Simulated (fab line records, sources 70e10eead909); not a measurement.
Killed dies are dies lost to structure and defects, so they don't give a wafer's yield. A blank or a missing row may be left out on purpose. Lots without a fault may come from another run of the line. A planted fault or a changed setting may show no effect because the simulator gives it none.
fab line records | flow nand_harc
record lots=14 wafers=42 last_day=31
route steps=1302 shown A_CHANNEL_FILL_D1@517 A_ONON_D2@557 A_CHANNEL_HOLE_D2@571 END@1302
lots that met no fault: from a run of the same line without faults
start_h: hours from the record's first day to the start of the lot's first wafer shown | wait_h: hours since the lot's step before | " the same as in the row above | L1.1+2: a row that stands for several wafers | - no value, or no start given | * or withheld: withheld | < > ~ a bound
route shown NAME@n: a module of which the file shows steps, and the number in the route of the first | usual: mean/standard deviation of fault-free wafers | same: alike in all rows | chamber/n: place in a boat | sites: the reading at each site | _std_site: their standard deviation | _edge_site: outer sites' mean less inner sites' | radius_mm: how far each site lies from the wafer's centre | mask NAME#n: copy n | behind: the tool/chamber that last shaped the wafer | hold: why the lot was held/for how many hours/how that ended | device: the transistor (n, p or np) that didn't switch | end of line: the same wafers' tests at the end of the route | a step without rows: its recipe alone | killed: dies lost to structure and defects at the first sort, not the wafer's yield | map: a wafer's dies, x killed, . not, _ none there
set.NAME: the setting as run; set.NAME@STEP: as run at that earlier step | model.NAME: the simulator's own value behind a step, which no gauge read
steps of the route over a sample of lots; a table a step, a row a wafer
services: from which hour (start_h, from the record's first day; less than 0 if before it) a tool's chamber was out of use, for how many hours, and why
## steps
# step NHARC_A_CHANNEL_FILL_D1_INSPECT_13
# usual raw_defect_count=317/120
# columns lot.wafer tool chamber start_h wait_h raw_defect_count
L434.2 defect_inspect-02 - 240.07 0.0 255
L434.5 " - " " 338
L434.6 " - " " 226
L439.3 defect_inspect-02 - 290.10 0.0 247
L439.4 " - " " 350
L439.5 " - " " 439
L435.1 defect_inspect-01 - 299.25 0.0 324
L435.2 " - " " 382
L435.3 " - " " 301
L441.2 defect_inspect-01 - 306.07 0.0 331
L441.3 " - " " 435
L441.5 " - " " 250
L440.1 defect_inspect-01 - 309.64 0.0 766
L440.3 " - " " 363
L440.5 " - " " 592
L442.1 defect_inspect-01 - 313.35 0.0 296
L442.2 " - " " 231
L442.4 " - " " 498
L443.1 defect_inspect-01 - 329.84 0.0 313
L443.2 " - " " 259
L443.6 " - " " 418
L444.1 defect_inspect-01 - 333.48 0.0 227
L444.2 " - " " 373
L444.6 " - " " 497
L445.1 defect_inspect-01 - 353.78 0.0 417
L445.3 " - " " 223
L445.6 " - " " 174
L447.1 defect_inspect-02 - 380.56 0.0 743
L447.4 " - " " 463
L447.6 " - " " 276
L448.1 defect_inspect-02 - 387.25 0.0 348
L448.5 " - " " 344
L448.6 " - " " 386
L450.1 defect_inspect-01 - 392.02 0.0 173
L450.3 " - " " 153
L450.6 " - " " 144
L449.1 defect_inspect-02 - 392.02 0.0 748
L449.4 " - " " 295
L449.5 " - " " 272
L453.3 defect_inspect-02 - 425.09 0.0 187
L453.5 " - " " 172
L453.6 " - " " 157
# step NHARC_A_ONON_D2_THK_MEAS_18
# recipe thk_meas_gauge=ellipsometry
# usual thk_nm=1004/13
# columns lot.wafer tool chamber start_h wait_h thk_nm
L434.2 film_metro-02 - 286.22 - 1017
L434.5 " - " " 1016
L434.6 " - " " 1016
L439.3 film_metro-01 - 335.59 - 990
L439.4 " - " " 991
L439.5 " - " " 988
L435.1 film_metro-02 - 355.66 - 1014
L435.2 " - " " 1012
L435.3 " - " " 1010
L441.2 film_metro-01 - 355.68 - 1005
L441.3 " - " " 1007
L441.5 " - " " 1006
L440.1 film_metro-02 - 360.50 - 992
L440.3 " - " " 995
L440.5 " - " " 993
L442.1 film_metro-01 - 360.51 - 1014
L442.2 " - " " 1016
L442.4 " - " " 1018
L443.1 film_metro-01 - 374.61 - 1001
L443.2 " - " " 1002
L443.6 " - " " 1000
L444.1 film_metro-01 - 374.63 - 1024
L444.2 " - " " 1024
L444.6 " - " " 1022
L445.1 film_metro-02 - 400.70 - 1000
L445.3 " - " " 1000
L445.6 " - " " 1001
L447.1 film_metro-02 - 430.02 - 1007
L447.4 " - " " 1008
L447.6 " - " " 1005
L450.1 film_metro-02 - 434.24 - 985
L450.3 " - " " 985
L450.6 " - " " 985
L449.1 film_metro-01 - 434.25 - 982
L449.4 " - " " 984
L449.5 " - " " 984
L448.1 film_metro-02 - 434.25 - 995
L448.5 " - " " 995
L448.6 " - " " 996
L453.3 film_metro-02 - 471.15 - 1016
L453.5 " - " " 1017
L453.6 " - " " 1016
# step NHARC_A_ONON_D2_DEP_22
# recipe target_thk_a=10000 n2_flow_sccm=2750 n2o_flow_sccm=2000 nh3_flow_sccm=500 sih4_flow_sccm=210 temp_c=400
# columns lot.wafer tool chamber start_h wait_h
L434.2+5+6 pecvd_onon-02 0 286.90 0.1
L439.3+4+5 pecvd_onon-04 0 336.33 0.2
L435.1+2+3 pecvd_onon-01 0 356.30 0.1
L441.2+3+5 pecvd_onon-04 0 356.37 0.1
L440.1+3+5 pecvd_onon-01 0 361.12 0.1
L442.1+2+4 pecvd_onon-04 0 361.13 0.1
L443.1+2+6 pecvd_onon-04 0 375.24 0.1
L444.1+2+6 pecvd_onon-01 0 375.25 0.1
L445.1+3+6 pecvd_onon-01 0 401.33 0.1
L447.1+4+6 pecvd_onon-01 0 430.64 0.1
L449.1+4+5 pecvd_onon-02 0 434.86 0.1
L450.1+3+6 pecvd_onon-01 0 434.86 0.1
L448.1+5+6 pecvd_onon-04 0 434.88 0.1
L453.3+5+6 pecvd_onon-01 0 471.89 0.2
# step NHARC_A_ONON_D2_THK_MEAS_24
# recipe thk_meas_gauge=ellipsometry
# usual thk_nm=1003/11
# columns lot.wafer tool chamber start_h wait_h thk_nm
L434.2 film_metro-02 - 287.36 - 997
L434.5 " - " " 998
L434.6 " - " " 996
L439.3 film_metro-01 - 336.72 - 1004
L439.4 " - " " 1004
L439.5 " - " " 1006
L435.1 film_metro-02 - 356.80 - 1001
L435.2 " - " " 1001
L435.3 " - " " 1001
L441.2 film_metro-01 - 356.82 - 998
L441.3 " - " " 999
L441.5 " - " " 999
L440.1 film_metro-02 - 361.64 - 1020
L440.3 " - " " 1021
L440.5 " - " " 1020
L442.1 film_metro-01 - 361.64 - 996
L442.2 " - " " 997
L442.4 " - " " 999
L443.1 film_metro-01 - 375.75 - 1018
L443.2 " - " " 1016
L443.6 " - " " 1017
L444.1 film_metro-01 - 375.75 - 1009
L444.2 " - " " 1010
L444.6 " - " " 1010
L445.1 film_metro-01 - 401.83 - 989
L445.3 " - " " 991
L445.6 " - " " 989
L447.1 film_metro-02 - 431.15 - 1004
L447.4 " - " " 1007
L447.6 " - " " 1007
L449.1 film_metro-02 - 435.38 - 993
L449.4 " - " " 995
L449.5 " - " " 993
L450.1 film_metro-01 - 435.38 - 637
L450.3 " - " " 636
L450.6 " - " " 636
L448.1 film_metro-01 - 435.39 - 1021
L448.5 " - " " 1022
L448.6 " - " " 1020
L453.3 film_metro-02 - 472.29 - 676
L453.5 " - " " 673
L453.6 " - " " 676
# step NHARC_A_CHANNEL_HOLE_D2_DEP_01
# recipe target_thk_a=1400 target_thk_nm=140 temp_c=400 pressure_torr=3.5 flow_sccm=200 rf_w=350 material=SiON
# usual heater_power_w=721/95 showerhead_vpp_V=1116/52
# columns lot.wafer tool chamber start_h wait_h heater_power_w showerhead_vpp_V
L434.2 pecvd-03 2 291.04 1.3 614 1099
L434.6 " 1 " " 720 1166
L434.5 " 0 " " 716 1073
L439.3 pecvd-03 2 340.45 1.0 653 1122
L439.4 " 1 " " 775 1160
L439.5 " 2 " " 640 1082
L435.1 pecvd-01 1 360.49 1.6 763 1038
L435.2 " 1 " " 766 1065
L435.3 " 1 " " 725 1053
L441.2 pecvd-03 2 360.77 1.3 602 1118
L441.3 " 0 " " 735 1079
L441.5 " 0 " " 736 1077
L440.1 pecvd-03 1 365.34 1.6 791 1190
L440.3 " 2 " " 662 1115
L440.5 " 0 " " 730 1071
L442.1 pecvd-01 2 365.62 1.6 719 1093
L442.2 " 1 " " 660 1066
L442.4 " 2 " " 720 1058
L443.1 pecvd-03 0 379.50 1.7 687 1098
L443.2 " 1 " " 838 1190
L443.6 " 2 " " 669 1117
L444.1 pecvd-04 1 381.32 1.6 608 1176
L444.2 " 2 " " 714 1190
L444.6 " 2 " " 731 1178
L445.1 pecvd-03 2 405.78 1.6 629 1093
L445.3 " 0 " " 720 1070
L445.6 " 2 " " 619 1086
L447.1 pecvd-01 0 436.91 1.6 923 1079
L447.6 " 2 " " 692 1106
L447.4 " 0 " " 954 1079
L449.1 pecvd-01 0 442.45 1.6 879 1090
L449.5 " 2 " " 694 1082
L449.4 " 0 " " 913 1080
L448.1 pecvd-01 0 443.39 1.6 1083 1100
L448.5 " 0 " " 1083 1088
L448.6 " 1 " " 761 1053
# step NHARC_END_SORT_01
# recipe temp_c=25
# usual killed_at_array=55/22 killed_at_other=1.1/1.4 killed_at_periphery=4/3.2 killed_dies=59/22 killed_open=3.3/1.8 killed_short=2.5/1.5
# same gross_dies=677
# columns lot.wafer tool chamber start_h wait_h killed_at_array killed_at_other killed_at_periphery killed_dies killed_open killed_short
L443.1 prober-02 0 660.87 2.5 81 0 0 81 2 3
L443.2 prober-02 0 661.68 2.8 54 0 5 59 1 0
L443.6 prober-02 0 664.92 4.1 67 1 5 73 1 4
L450.1 prober-02 0 705.02 2.5 671 0 6 677 4 3
L450.3 prober-02 0 706.60 3.1 669 1 7 677 2 5
L450.6 prober-02 0 708.98 4.0 666 0 11 677 3 0
L453.3 prober-02 0 744.84 3.1 675 0 2 677 4 0
L453.5 prober-02 0 746.43 3.7 674 0 3 677 3 1
L453.6 prober-02 0 747.23 4.0 674 1 2 677 3 5
# killed by level:class
L443.1 A_CHANNEL_HOLE_D1:chamber_film_flake=33 A_SLIT:chamber_film_flake=24 A_CHANNEL_HOLE_D2:chamber_film_flake=10 A_STAIRCASE:chamber_film_flake=4 A_CHANNEL_FILL_D1:chamber_film_flake=3 A_DECK1_JOINT:chamber_film_flake=2 A_DECK1_JOINT:geometric_particle:short=1 A_ONON_D2:geometric_particle:short=1
L443.2 A_SLIT:chamber_film_flake=34 A_CHANNEL_HOLE_D1:chamber_film_flake=10 A_CHANNEL_HOLE_D2:chamber_film_flake=6 P_GATE:chamber_film_flake=2 A_STAIRCASE:chamber_film_flake=2 P_STI:chamber_film_flake=1 A_M0:geometric_particle:open=1 P_CONTACT:chamber_film_flake=1
L443.6 A_SLIT:chamber_film_flake=40 A_CHANNEL_HOLE_D1:chamber_film_flake=14 A_CHANNEL_HOLE_D2:chamber_film_flake=4 P_CONTACT:chamber_film_flake=3 A_CHANNEL_FILL_D1:chamber_film_flake=3 A_ONON_D1:geometric_particle:short=1 A_ONON_D2:geometric_particle:short=1 A_CHANNEL_FILL_D2:geometric_particle:short=1
L450.1 A_ONON_D2:area_dep=647 A_CHANNEL_HOLE_D1:chamber_film_flake=11 A_CHANNEL_FILL_D1:geometric_particle:short=2 P_GATE:chamber_film_flake=2 P_M0:chamber_film_flake=2 A_STAIRCASE:chamber_film_flake=2 A_SLIT:chamber_film_flake=2 A_CONTACT:chamber_film_flake=2
L450.3 A_ONON_D2:area_dep=642 A_CHANNEL_HOLE_D1:chamber_film_flake=8 A_SLIT:chamber_film_flake=5 P_BONDPAD:chamber_film_flake=4 A_WL_FILL:chamber_film_flake=3 A_CONTACT:chamber_film_flake=3 A_CHANNEL_FILL_D1:geometric_particle:short=2 A_WL_FILL:geometric_particle:short=2
L450.6 A_ONON_D2:area_dep=644 A_CHANNEL_HOLE_D1:chamber_film_flake=12 P_M0:chamber_film_flake=6 P_BONDPAD:chamber_film_flake=3 A_SLIT:chamber_film_flake=3 A_CONTACT:geometric_particle:open=2 P_GATE:chamber_film_flake=2 A_M1:geometric_particle:open=1
L453.3 A_ONON_D2:area_dep=594 A_SLIT:chamber_film_flake=31 A_CHANNEL_HOLE_D2:chamber_film_flake=28 A_CHANNEL_HOLE_D1:chamber_film_flake=10 A_CONTACT:chamber_film_flake=4 A_BLC:geometric_particle:open=2 A_WL_FILL:chamber_film_flake=2 A_DECK1_JOINT:geometric_particle:open=1
L453.5 A_ONON_D2:area_dep=608 A_CHANNEL_HOLE_D2:chamber_film_flake=25 A_SLIT:chamber_film_flake=22 A_CHANNEL_HOLE_D1:chamber_film_flake=9 A_WL_FILL:chamber_film_flake=3 A_CONTACT:chamber_film_flake=3 P_M0:geometric_particle:open=2 A_ONON_D2:geometric_particle:short=1
L453.6 A_ONON_D2:area_dep=617 A_SLIT:chamber_film_flake=25 A_CHANNEL_HOLE_D2:chamber_film_flake=14 A_CHANNEL_HOLE_D1:chamber_film_flake=6 A_CONTACT:chamber_film_flake=4 A_ONON_D2:geometric_particle:short=3 A_WL_FILL:chamber_film_flake=2 P_CONTACT:geometric_particle:open=1
## services
# columns tool chamber start_h hours kind
pecvd-04 - 269.17 13.0 pm
pecvd_onon-01 - 269.95 13.0 pm
pecvd-01 - 271.93 0.9 repair
pecvd-04 - 304.43 0.4 repair
pecvd_onon-04 - 311.00 13.0 pm
pecvd-01 - 311.80 13.0 pm
pecvd-01 0 311.80 13.0 vent_cycle
pecvd-03 1 317.16 3.3 repair
pecvd-04 0 320.40 6.1 repair
pecvd-01 - 345.92 1.0 repair
pecvd-04 - 350.30 1.5 repair
pecvd-01 0 356.26 18.2 repair
pecvd-01 2 360.09 3.5 repair
pecvd-03 - 366.20 13.0 pm
pecvd-03 0 366.20 13.0 vent_cycle
pecvd-03 1 366.20 13.0 vent_cycle
pecvd-03 2 366.20 13.0 vent_cycle
pecvd_onon-02 - 366.28 13.0 pm
pecvd-03 0 379.20 - clean
pecvd-03 1 379.20 - clean
pecvd-03 2 379.20 - clean
pecvd-04 0 405.37 5.4 repair
pecvd-04 - 450.17 13.0 pm
pecvd_onon-01 - 450.95 13.0 pm
## key
first_sign step=NHARC_A_ONON_D2_THK_MEAS_24 reading=thk_nm direction=down sigmas=33 usual=1003 struck=655
effect step=NHARC_END_SORT_01 reading=killed_dies direction=up sigmas=28 usual=59 struck=677
more_kills_born_at NHARC_A_ONON_D2_DEP_22@pecvd_onon-01=3752
met_at NHARC_A_ONON_D2_DEP_22
struck_lots L450,L453
later_rows_left_out L450.1,L450.3,L450.6,L453.3,L453.5,L453.6
tester_left_out L450,L453
not_acting_at NHARC_A_CHANNEL_FILL_D1_INSPECT_13,NHARC_A_ONON_D2_THK_MEAS_18,NHARC_A_CHANNEL_HOLE_D2_DEP_01
onset_between 430.64 434.86
fault kind=process_parameter_drift tool=pecvd_onon-01 chamber=- onset_h=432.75 steps=NHARC_A_ONON_D2_DEP_22 channel=target_thk_a offset=* shape=step end_h=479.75 acts_in=* stated=*
# tester_left_out: of these lots the tester's yield and bins aren't shown, on N5 and GAA mostly nor the transistor test; their killed dies are dies lost to structure and defects alone, not to doping, threshold or leakage, so they don't give the yield
# later_rows_left_out: the simulator's readings of these wafers behind a module that went badly wrong aren't trusted and aren't shown, but for the sort
